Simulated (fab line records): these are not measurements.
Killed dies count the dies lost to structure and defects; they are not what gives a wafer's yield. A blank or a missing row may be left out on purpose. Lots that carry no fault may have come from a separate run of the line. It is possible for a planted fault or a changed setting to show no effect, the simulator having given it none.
A lot that was struck, set against a sound lot	flow n5Finfet	23 out of 1938 route steps
Sound: wafers L945.1, L945.4, L945.6. Struck: wafers L936.2, L936.3, L936.4. The cause is named last.
Order at every step that has rows: each side's tool, ch and its chambers, its first start. Under that, the readings that differ: sound wafers	struck wafers	difference of the means	sigmas: that difference in standard deviations of wafers without a fault.
alike: words and numbers the same on both sides, and readings whose means are apart by under 2 such deviations; not compared: readings that were withheld, readings missing a value for some wafer, numbers with overlapping values and no deviation given by the record, and bounds like >300 which may hide the same value.
A row with sigmas, a row that says differs or no value, or rows on one side alone: a step with any of these is where the two part. Numbers that have no deviation but don't overlap get no sigmas and don't part them. A reading that every wafer of one side lacks parts them only if that side has two wafers or more.

first, 1 step without rows for these wafers: N5_BEOL_M0_DEGAS_112 (time 60 s).
N5_BEOL_M0_PRE_CLEAN_113: time 30 s.
  sound on pvdSputter-02 at day 10 18:26; struck on pvdSputter-01 at day 8 12:12
  alike: heaterPowerW, susceptorTempC
N5_BEOL_M0_ALD_136: deposits TaN, pulse time 2 s, purge time 3 s, co reactant purge time 2 s.
  sound on aldMetal-03 ch 0,2, day 10 18:30; struck on aldMetal-02 ch 0,1,2, day 8 12:16
  alike: heaterPowerW, precursorVesselTempC, susceptorTempC
then, 4 steps without rows for these wafers: N5_BEOL_M0_SURFACE_TREAT_137; N5_BEOL_M0_CVD_115 (deposits Co from CCTBA/H2, time 120 s); N5_BEOL_M0_SPUTTER_116 (material Cu, target thk 4 nm, time 7.37 s); N5_BEOL_M0_ANNEAL_117 (time 60 s).
N5_BEOL_M0_SPUTTER_132: material Cu, target thk 4 nm, time 7.37 s.
  sound on pvdSputter-02 at day 10 19:08; struck on pvdSputter-02 at day 8 12:50
  alike: susceptorTempC, throttleValvePct
then, 2 steps without rows for these wafers: N5_BEOL_M0_ANNEAL_133 (time 60 s); N5_BEOL_M0_SPUTTER_134 (material Cu, target thk 4 nm, time 7.37 s).
N5_BEOL_M0_ANNEAL_135: time 60 s.
  sound on pvdSputter-02 at day 10 19:20; struck on pvdSputter-02 at day 8 13:02
  alike: heaterPowerW, susceptorTempC
then, 1 step without rows for these wafers: N5_BEOL_M0_SPUTTER_141 (material Cu, target thk 4 nm, time 7.37 s).
N5_BEOL_M0_ECD_118: material Cu, target thk 300 nm.
  sound on ecdCu-02 ch 0,1, day 10 19:29; struck on ecdCu-01 ch 0,1, day 8 13:15
then, 1 step without rows for these wafers: N5_BEOL_M0_ANNEAL_119 (time 90 s).
N5_BEOL_M0_CMP_120: polishes, stops on SiOC, t overpolish 6.9 s.
  sound on cmp-04 ch 0,1, day 10 20:05; struck on cmp-04 ch 1,2,3, day 8 13:56
reading	sound	struck	difference	sigmas
timeToEndpointS (s)	62 63 66	0 0 0	-64	-18
  alike: edgeZonePressureFrac, motorCurrentA
then, 3 steps without rows for these wafers: N5_BEOL_M0_PRE_CLEAN_131 (time 15 s); N5_BEOL_M0_CO_CAP_123 (material Co, precursor CCTBA/H2, target thk 2 nm, time 102.1 s); N5_BEOL_M0_PRE_CLEAN_124 (time 15 s).
N5_BEOL_M0_DEP_125: deposits SiCN from 3MS/NH3, target thk 8 nm, time 14 s.
  sound on pecvd-04 ch 0,1,2, day 10 20:34; struck on pecvd-01 ch 0,2, day 8 14:33
  alike: showerheadPlenumPTorr, showerheadVppV, throttleValvePct
N5_BEOL_M0_RS_MEAS_126: measures by four-point-probe.
  sound on filmMetro-02 at day 10 20:38; struck on filmMetro-02 at day 8 14:37
reading	sound	struck	difference	sigmas
M0_RS (ohm/sq)	0.534 0.518 0.513	90.187 90.693 89.714	+89.676	+99 or more
N5_BEOL_M0_INSPECT_127: inspects for defects (darkfield).
  sound on defectInspect-01 at day 10 20:40; struck on defectInspect-02 at day 8 14:38
  alike: rawDefectCount
N5_BEOL_M4_RC_MEAS_101:
  the record has rows for the sound wafers here (prober-01 ch 0, day 13 09:58) and none for the struck ones
-- record jumps: 8 days separate the struck wafers' starts on either side; left off in module BEOL_M4, taken up again in module PASSIVATION, whose first shown step is the route's number 1936 --
N5_PASSIVATION_PROBE_49:
  rows exist in the record for the struck wafers here (prober-01, day 16 06:53), but not for the sound ones

== WHERE THEY PART ==
First at N5_BEOL_M0_CMP_120; last, within this record, at N5_PASSIVATION_PROBE_49.

WHY: whatever the simulator had introduced
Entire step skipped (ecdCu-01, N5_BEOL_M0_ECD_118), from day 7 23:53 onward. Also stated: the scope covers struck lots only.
